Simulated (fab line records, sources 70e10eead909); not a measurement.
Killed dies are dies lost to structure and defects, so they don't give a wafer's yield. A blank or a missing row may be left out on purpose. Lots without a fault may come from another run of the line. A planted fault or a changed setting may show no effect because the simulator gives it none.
Chamber matching | flow nand_harc | NHARC_A_CHANNEL_FILL_D2_ALD_02 on ald_hk-02: 4 sister chambers
The step deposits SiO2, target thk 6 nm, pulse time 10 s, ald cycles 60. 4 wafers are shown with their chamber, then 12 later ones without.

WAFERS WITH THEIR CHAMBER
wafer  | chamber | heater_power_w (W)
L084.6 | 1       | 404
L093.2 | 2       | 467
L093.5 | 0       | 410
L093.6 | 3       | 561

WAFERS WITHOUT THEIR CHAMBER
wafer  | heater_power_w (W)
L092.1 | 399
L092.3 | 417
L092.5 | 459
L094.2 | 425
L094.3 | 554
L094.5 | 414
L095.1 | 446
L095.4 | 426
L095.6 | 421
L097.2 | 556
L097.3 | 406
L097.4 | 451

WHICH CHAMBER EACH WENT THROUGH
wafer  | from the rows above          | in truth
L092.1 | can't be placed: 1 or 0      | 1
L092.3 | can't be placed: 0 or 1      | 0
L092.5 | 2                            | 2
L094.2 | can't be placed: 0 or 1      | 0
L094.3 | 3                            | 3
L094.5 | can't be placed: 0 or 1      | 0
L095.1 | can't be placed: 2 or 0 or 1 | 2
L095.4 | can't be placed: 0 or 1      | 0
L095.6 | can't be placed: 0 or 1      | 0
L097.2 | 3                            | 3
L097.3 | can't be placed: 1 or 0      | 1
L097.4 | 2                            | 2
Placed correctly: 4 of 12. Can't be placed from these rows: 8 (the true chamber is among the candidates in 8). Placed wrongly: 0.
How it was worked out, from the rows above alone: a wafer's distance from a chamber is the root of the sum, over the readings, of the square of ((its reading less the chamber's mean) divided by the reading's scatter). The wafer belongs to the nearest chamber; if the next one is less than 2 further off, it can't be placed. A chamber's mean is the mean of its shown wafers. The scatter: with one shown wafer a chamber, the root of the mean of the squares of how far each hidden wafer lies from its nearest shown one.
